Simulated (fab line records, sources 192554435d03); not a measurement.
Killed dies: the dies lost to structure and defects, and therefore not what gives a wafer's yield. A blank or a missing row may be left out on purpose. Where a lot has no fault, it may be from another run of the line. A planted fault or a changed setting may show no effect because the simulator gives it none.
fab line records	flow n5_finfet
record: lots: 8	wafers: 24	last_day: 16
route steps=1938 shown FIN_SAQP@142 FIN_CUT@166 BEOL_M4@1111
lots with no fault: from the same line, run without faults
start_h: hours from the record's opening day to when the first of the lot's shown wafers began	wait_h: time in hours since the lot's previous step	" identical to the entry in the row above	L1.1+2: one row covering several wafers at once	- no value present, or no start provided	* or withheld: withheld	< > ~ a bound
route shown NAME@n: a module of which the file shows steps, and the number in the route of the first	usual: the fault-free wafers' mean and standard deviation	same: alike in all rows	chamber/n: place in a boat	sites: the reading at each site	_std_site: their standard deviation	_edge_site: mean of outer sites minus mean of inner sites	radius_mm: how far each site lies from the wafer's centre	mask NAME#n: copy n	behind: the tool/chamber that last shaped the wafer	hold: reason for holding the lot/hours on hold/outcome of the hold	device: the n, p or np transistor that did not switch	end of line: the route-end tests of the same wafers	a step with no rows: only its recipe	killed: not the wafer's yield, but the dies lost to structure and defects at the first sort	map: per-die view of a wafer (x killed, . not killed, _ where there is no die)
set.NAME: the setting that was run; set.NAME@STEP: the one run at that earlier step	model.NAME: the simulator's own value behind a step, which no gauge read
one table for each step of the route and one row for each wafer, over a sample of lots
services: when a tool's chamber went out of use (start_h, in hours from the record's first day, below 0 if earlier), for how many hours, and the reason
== steps ==
step: N5_FIN_SAQP_HM_OPEN_33
recipe: chemistry: CH3F/O2	target: SiNx	mask_material: SiO2	target_depth_a: 494	time_s: 70.6	pressure_mtorr: 30	source_w: 395	bias_w: 73	Ar_flow_sccm: 150	CH3F_flow_sccm: 30	O2_flow_sccm: 20	ion_energy_ev: 120	ends: cleared
usual: O2_flow_sccm: 20.01/0.057	drypump_motor_current_A: 5.6/0.3	etch_rf_on_time_s: 68.3/1.3	oes_product_au: 0.72/0.089	rf_vpp_V: 298/4.5	showerhead_plenum_p_Torr: 2.05/0.059	throttle_valve_pct: 16.27/0.19
lot.wafer	tool	chamber	start_h	wait_h	O2_flow_sccm	drypump_motor_current_A	etch_rf_on_time_s	oes_product_au	rf_hours_counter_h	rf_vpp_V	showerhead_plenum_p_Torr	throttle_valve_pct
L776.2	rie_diel-04	0	28.36	0.0	20.07	5.8	69.1	0.64	166	295	1.99	16.42
L776.3	"	2	"	"	19.96	5.4	68.1	0.84	8	293	2.05	16.21
L776.4	"	2	"	"	19.97	5.4	67.6	0.82	-	293	2.05	16.22
L777.4	rie_diel-01	0	32.49	0.2	20.11	5.3	69.2	0.85	-	306	2.13	15.98
L777.5	"	1	"	"	20.01	5.9	70.9	0.62	-	299	2.08	16.34
L777.6	"	3	"	"	19.92	5.7	72.7	0.58	-	294	1.97	16.54
L780.1	rie_diel-01	2	50.84	0.0	19.91	6.1	67.6	0.86	3	303	2.13	15.99
L780.3	"	1	"	"	19.91	5.9	69.2	0.62	175	300	2.08	16.36
L780.4	"	0	"	"	19.97	5.3	69.0	0.83	-	307	2.13	15.99
L781.2	rie_diel-04	2	56.18	0.0	19.97	5.4	67.4	0.79	20	291	2.05	16.24
L781.5	"	0	"	"	20.11	5.7	69.0	0.63	-	297	1.99	16.43
L781.6	"	2	"	"	20.02	5.4	68.6	0.80	-	293	2.05	16.24
L783.3	rie_diel-02	3	67.92	0.0	20.04	5.1	68.9	0.66	134	299	2.09	16.29
L783.5	"	0	"	"	19.99	5.7	69.0	0.62	-	299	2.07	16.67
L783.6	"	3	"	"	20.06	5.1	70.3	0.66	-	299	2.09	16.26
L792.2	rie_diel-02	2	122.21	0.0	19.90	5.5	67.7	0.63	160	305	2.00	16.26
L792.3	"	0	"	"	20.02	5.6	65.7	0.60	202	299	2.06	16.71
L792.4	"	1	"	"	20.01	4.7	68.2	0.72	79	297	2.03	16.52
L793.1	rie_diel-04	0	128.46	0.0	20.03	5.7	68.6	0.62	203	296	1.98	16.48
L793.3	"	1	"	"	20.06	5.4	66.6	0.80	15	292	1.96	16.17
L793.6	"	3	"	"	20.02	5.6	68.5	0.75	-	296	2.04	16.30
L795.1	rie_diel-04	2	139.99	0.0	20.10	5.4	67.4	0.75	54	292	2.04	16.30
L795.3	"	0	"	"	20.12	5.7	69.3	0.61	207	295	1.98	16.49
L795.6	"	1	"	"	20.07	5.4	70.1	0.78	-	294	1.96	16.18
step: N5_FIN_SAQP_STRIP_77
recipe: chemistry: N2/H2	time_s: 90	power_w: 100	temp_c: 40	pressure_mtorr: 100	rf_frequency_hz: 6e+07	bias_power_w: 3	n2_flow_sccm: 300	h2_flow_sccm: 300
usual: drypump_motor_current_A: 5.6/0.31	h2_flow_sccm: 300.0/1	oes_product_au: 0.84/0.1	rf_vpp_V: 45.5/0.78	showerhead_plenum_p_Torr: 3.45/0.092	temp_c: 40.01/0.12	throttle_valve_pct: 12.10/0.25
lot.wafer	tool	chamber	start_h	wait_h	drypump_motor_current_A	h2_flow_sccm	oes_product_au	rf_hours_counter_h	rf_vpp_V	showerhead_plenum_p_Torr	temp_c	throttle_valve_pct
L776.2	rie_diel-04	0	28.45	0.0	5.8	299.9	0.74	166	44.8	3.36	40.15	12.22
L776.3	"	2	"	"	5.4	299.9	0.97	8	46.0	3.46	39.92	12.01
L776.4	"	2	"	"	5.4	299.3	0.96	-	45.0	3.46	39.87	12.01
L777.4	rie_diel-01	0	32.60	0.0	5.3	298.7	0.99	-	46.2	3.59	40.08	11.76
L777.5	"	1	"	"	5.9	299.6	0.72	-	45.6	3.50	39.93	12.26
L777.6	"	3	"	"	5.7	299.2	0.68	-	44.3	3.33	40.16	12.47
L780.1	rie_diel-01	2	50.93	0.0	6.1	298.6	0.98	3	45.4	3.59	39.83	11.76
L780.3	"	1	"	"	5.9	301.3	0.71	175	44.4	3.49	39.68	12.27
L780.4	"	0	"	"	5.3	299.8	0.95	-	46.8	3.58	40.09	11.80
L781.2	rie_diel-04	2	56.27	0.0	5.4	299.8	0.94	20	45.5	3.45	40.19	12.03
L781.5	"	0	"	"	5.7	299.5	0.75	-	45.5	3.35	40.04	12.25
L781.6	"	2	"	"	5.4	300.2	0.94	-	46.3	3.45	40.08	12.05
L783.3	rie_diel-02	3	68.01	0.0	5.1	300.2	0.76	134	44.9	3.52	39.97	12.11
L783.5	"	0	"	"	5.7	299.4	0.72	-	46.7	3.50	40.03	12.64
L783.6	"	3	"	"	5.1	301.3	0.76	-	45.9	3.52	40.00	12.10
L792.2	rie_diel-02	2	122.30	0.0	5.5	300.0	0.74	160	44.8	3.36	40.02	12.12
L792.3	"	0	"	"	5.7	298.6	0.70	202	45.9	3.49	40.00	12.69
L792.4	"	1	"	"	4.7	299.7	0.84	79	45.2	3.41	39.84	12.28
L793.1	rie_diel-04	0	128.55	0.0	5.7	301.0	0.72	203	45.9	3.34	40.07	12.32
L793.3	"	1	"	"	5.4	298.9	0.95	15	46.8	3.32	40.05	12.03
L793.6	"	3	"	"	5.6	301.0	0.87	-	45.3	3.43	39.88	12.04
L795.1	rie_diel-04	2	140.08	0.0	5.5	298.8	0.87	54	46.2	3.43	39.93	12.15
L795.3	"	0	"	"	5.8	299.6	0.73	207	44.4	3.34	40.09	12.33
L795.6	"	1	"	"	5.4	299.0	0.93	-	46.2	3.32	39.90	12.06
step: N5_FIN_CUT_DESCUM_13
recipe: chemistry: O2	time_s: 7	source_power_w: 50	bias_power_w: 20	pressure_mtorr: 20	rf_frequency_hz: 2.712e+07	temp_c: 40	resist: CAR-EUV	o2_flow_sccm: 225
usual: drypump_motor_current_A: 5.4/0.41	oes_product_au: 0.79/0.078	rf_vpp_V: 243.2/1	showerhead_plenum_p_Torr: 2.10/0.041	temp_c: 39.99/0.11	throttle_valve_pct: 20.39/0.24
lot.wafer	tool	chamber	start_h	wait_h	drypump_motor_current_A	oes_product_au	rf_hours_counter_h	rf_vpp_V	showerhead_plenum_p_Torr	temp_c	throttle_valve_pct
L776.2	rie_diel-05	2	29.44	0.0	5.8	0.87	56	243.3	2.11	40.04	20.62
L776.3	"	0	"	"	4.9	0.72	175	244.4	2.08	39.89	20.63
L776.4	"	1	"	"	4.9	0.95	15	240.8	2.05	40.03	20.13
L777.4	rie_diel-05	0	33.56	0.0	4.9	0.72	176	243.1	2.08	40.14	20.61
L777.5	"	1	"	"	4.9	0.95	-	242.1	2.05	39.95	20.12
L777.6	"	2	"	"	5.8	0.87	-	243.2	2.11	39.94	20.62
L780.1	rie_diel-05	2	51.93	0.0	5.8	0.86	62	243.6	2.11	39.98	20.64
L780.3	"	3	"	"	5.4	0.80	87	242.5	2.11	40.10	20.12
L780.4	"	1	"	"	4.9	0.93	22	242.5	2.05	39.96	20.13
L781.2	rie_diel-05	0	57.27	0.0	4.9	0.72	183	242.4	2.08	39.83	20.63
L781.5	"	3	"	"	5.4	0.81	-	242.6	2.11	39.79	20.12
L781.6	"	0	"	"	4.9	0.72	-	242.8	2.08	39.89	20.62
L783.3	rie_diel-05	0	68.88	0.0	4.9	0.72	187	243.5	2.08	40.00	20.63
L783.5	"	0	"	"	4.9	0.72	-	242.0	2.08	40.00	20.65
L783.6	"	1	"	"	4.9	0.92	-	242.4	2.05	40.00	20.14
L792.2	rie_diel-06	1	123.18	0.0	5.7	0.68	241	242.8	1.97	39.76	20.55
L792.3	"	0	"	"	5.4	0.74	183	243.4	2.08	39.97	20.62
L792.4	"	2	"	"	5.8	0.81	81	243.6	2.12	39.90	20.47
L793.1	rie_diel-05	1	129.43	0.0	4.9	0.89	43	242.9	2.05	40.15	20.18
L793.3	"	3	"	"	5.4	0.78	111	244.2	2.10	40.04	20.15
L793.6	"	0	"	"	4.9	0.70	-	242.3	2.07	40.02	20.67
L795.1	rie_diel-03	0	140.95	0.0	6.3	0.98	1	242.8	2.06	39.87	20.12
L795.3	"	1	"	"	5.1	0.83	74	244.3	2.12	39.87	20.22
L795.6	"	3	"	"	5.4	0.76	-	242.2	2.08	39.88	20.60
step: N5_FIN_CUT_CUT_ETCH_26
recipe: chemistry: CH3F/O2	target: SiNx	target_depth_a: 390	mask_material: SOC	time_s: 55.7	pressure_mtorr: 30	source_w: 395	bias_w: 73	Ar_flow_sccm: 150	CH3F_flow_sccm: 30	O2_flow_sccm: 20	ion_energy_ev: 120
usual: O2_flow_sccm: 20.00/0.059	drypump_motor_current_A: 5.4/0.4	oes_product_au: 0.79/0.079	rf_vpp_V: 297/3.3	run_length_s: 79.08/0.29	showerhead_plenum_p_Torr: 2.01/0.041	throttle_valve_pct: 16.36/0.24
lot.wafer	tool	chamber	start_h	wait_h	O2_flow_sccm	drypump_motor_current_A	oes_product_au	rf_hours_counter_h	rf_vpp_V	run_length_s	showerhead_plenum_p_Torr	throttle_valve_pct
L776.2	rie_diel-05	2	29.88	0.0	19.87	5.8	0.88	56	298	79.02	2.03	16.56
L776.3	"	0	"	"	19.96	4.9	0.73	175	294	79.34	2.00	16.59
L776.4	"	1	"	"	20.01	4.9	0.95	15	301	79.01	1.96	16.04
L777.4	rie_diel-05	0	33.99	0.0	20.03	4.9	0.73	176	295	78.81	2.00	16.59
L777.5	"	1	"	"	20.03	4.9	0.95	-	301	79.08	1.96	16.05
L777.6	"	2	"	"	19.88	5.8	0.87	-	296	79.04	2.03	16.56
L780.1	rie_diel-05	2	52.36	0.0	20.12	5.8	0.86	62	293	58.28	2.03	16.56
L780.3	"	3	"	"	20.06	5.4	0.81	88	305	79.29	2.03	16.09
L780.4	"	1	"	"	19.97	4.9	0.94	22	298	78.86	1.96	16.03
L781.2	rie_diel-05	0	57.71	0.0	19.97	4.9	0.72	183	295	57.83	1.99	16.60
L781.5	"	3	"	"	20.05	5.4	0.80	-	304	58.13	2.03	16.11
L781.6	"	0	"	"	19.89	4.9	0.71	-	294	78.67	1.99	16.60
L783.3	rie_diel-05	0	69.32	0.0	20.01	4.9	0.71	187	293	78.80	1.99	16.60
L783.5	"	0	"	"	19.89	4.9	0.72	-	295	57.47	1.99	16.62
L783.6	"	1	"	"	20.00	5.0	0.92	-	299	79.08	1.96	16.06
L792.2	rie_diel-06	1	123.61	0.0	20.02	5.7	0.68	242	294	79.38	1.89	16.55
L792.3	"	0	"	"	20.02	5.4	0.73	184	294	79.24	1.99	16.59
L792.4	"	2	"	"	20.12	5.8	0.81	82	298	79.39	2.03	16.40
L793.1	rie_diel-05	1	129.86	0.0	19.97	4.9	0.88	44	298	78.79	1.96	16.08
L793.3	"	3	"	"	20.04	5.4	0.78	111	303	79.41	2.02	16.15
L793.6	"	0	"	"	20.01	4.9	0.70	-	293	78.52	1.99	16.64
L795.1	rie_diel-03	0	141.39	0.0	20.05	6.2	0.97	1	295	78.86	1.97	16.00
L795.3	"	1	"	"	19.99	5.1	0.83	74	299	79.88	2.03	16.14
L795.6	"	3	"	"	20.10	5.5	0.76	-	294	79.20	2.00	16.62
step: N5_BEOL_M4_RC_MEAS_101
usual: DIBL_N: 36.2/1.2	DIBL_P: 36.3/1.3	IOFF_N: 0.155/0.019	IOFF_P: 0.210/0.029	ION_N: 677/8.6	ION_P: 465/6.8	SS_N: 71.4/0.48	SS_P: 73.2/0.53	VT_N: 249.9/2.4	VT_P: -250/3.2
lot.wafer	tool	chamber	start_h	wait_h	DIBL_N[mV/V]	DIBL_P[mV/V]	IOFF_N[nA/um]	IOFF_P[nA/um]	ION_N[uA/um]	ION_P[uA/um]	SS_N[mV/dec]	SS_P[mV/dec]	VT_N[mV]	VT_P[mV]
L776.2	prober-02	0	158.43	0.2	36.5	36.8	0.157	0.199	672	464	71.7	72.9	250.5	-252
L776.3	"	0	"	"	36.3	36.4	0.153	0.198	673	459	71.1	73.6	251.6	-250
L776.4	"	0	"	"	37.5	37.9	0.178	0.220	685	469	71.9	72.6	249.3	-250
L777.4	prober-01	0	176.70	0.5	35.3	36.5	0.138	0.190	682	470	70.8	73.2	250.0	-251
L777.5	"	0	"	"	36.7	38.1	0.162	0.215	675	464	72.0	73.5	250.2	-249
L777.6	"	0	"	"	34.3	35.1	0.116	0.163	674	460	70.3	72.9	257.5	-254
L780.1	prober-02	0	199.88	0.0	35.7	36.0	0.144	0.215	671	463	71.6	73.4	251.6	-249
L780.3	"	0	"	"	37.4	38.4	0.182	0.245	678	469	70.9	74.0	246.6	-247
L780.4	"	0	"	"	37.0	37.4	0.166	0.222	666	464	71.0	73.7	249.5	-248
L781.2	prober-02	0	206.36	0.2	37.6	37.0	0.164	0.198	679	458	71.6	73.7	248.7	-252
L781.5	"	0	"	"	37.2	36.6	0.149	0.181	673	457	71.4	74.1	252.1	-253
L781.6	"	0	"	"	36.1	35.7	0.144	0.183	674	465	71.0	73.3	251.6	-251
L783.3	prober-01	0	233.15	0.3	35.4	36.0	0.149	0.187	678	464	71.4	72.9	248.8	-254
L783.5	"	0	"	"	36.3	36.8	0.161	0.198	689	469	71.6	73.5	249.3	-252
L783.6	"	0	"	"	34.9	35.4	0.133	0.178	667	464	71.3	73.0	252.8	-255
L792.2	prober-01	0	280.87	0.2	34.9	35.2	0.129	0.162	666	449	71.6	72.5	256.9	-258
L792.3	"	0	"	"	35.5	36.2	0.147	0.182	669	455	71.6	73.1	251.4	-253
L792.4	"	0	"	"	35.7	36.4	0.152	0.187	672	453	72.4	73.1	251.7	-254
L795.1	prober-02	0	284.92	0.0	35.8	36.8	0.170	0.225	678	472	71.5	73.3	245.8	-248
L795.3	"	0	"	"	35.6	36.4	0.158	0.217	681	469	71.2	73.2	249.6	-248
L795.6	"	0	"	"	34.0	34.9	0.139	0.197	679	467	70.5	73.4	247.4	-249
L793.1	prober-02	0	292.39	0.0	38.3	36.4	0.164	0.178	679	460	70.9	73.2	250.1	-255
L793.3	"	0	"	"	38.5	36.8	0.166	0.186	676	451	71.7	73.6	251.8	-254
L793.6	"	0	"	"	37.0	35.2	0.143	0.159	678	459	71.3	72.5	249.1	-256
== services ==
tool	chamber	start_h	hours	kind
rie_diel-01	0	8.14	-	clean
rie_diel-01	0	8.14	-	consumable_replace:focus_ring
rie_diel-01	0	8.14	-	consumable_replace:showerhead
rie_diel-01	0	8.14	16.0	scheduled_down
rie_diel-01	0	8.14	16.0	vent_cycle
rie_diel-04	3	9.44	-	clean
rie_diel-04	3	9.44	-	consumable_replace:focus_ring
rie_diel-04	3	9.44	25.0	scheduled_down
rie_diel-04	3	9.44	25.0	vent_cycle
rie_diel-01	2	24.16	-	clean
rie_diel-01	2	24.16	-	consumable_replace:focus_ring
rie_diel-01	2	24.16	-	consumable_replace:showerhead
rie_diel-01	2	24.16	20.6	scheduled_down
rie_diel-04	0	37.44	4.8	repair
rie_diel-06	1	45.23	9.4	repair
rie_diel-04	1	51.96	-	clean
rie_diel-04	1	51.96	-	consumable_replace:focus_ring
rie_diel-04	1	51.96	30.9	scheduled_down
rie_diel-04	1	51.96	30.9	vent_cycle
rie_diel-05	-	53.95	0.3	repair
rie_diel-04	-	89.16	0.4	repair
rie_diel-02	0	113.52	7.3	repair
rie_diel-01	1	136.85	10.3	repair
rie_diel-02	1	137.28	9.5	repair
== key ==
first_sign: step: N5_FIN_CUT_CUT_ETCH_26	reading: run_length_s	direction: down	sigmas: 74	usual: *	struck: *
effect none on later readings
met_at N5_FIN_CUT_CUT_ETCH_26
struck_lots L780,L781,L783
struck_wafers L780.1,L781.2,L781.5,L783.5
not_acting_at N5_FIN_SAQP_HM_OPEN_33,N5_FIN_SAQP_STRIP_77,N5_FIN_CUT_DESCUM_13
onset_between 33.99 52.36
fault: kind: process_parameter_drift	tool: rie_diel-05	chamber: -	onset_h: 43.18	steps: N5_FIN_CUT_CUT_ETCH_26	channel: time_s	offset: *	shape: step	end_h: 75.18	scope: struck_wafers_only	acts_in: *	stated: *
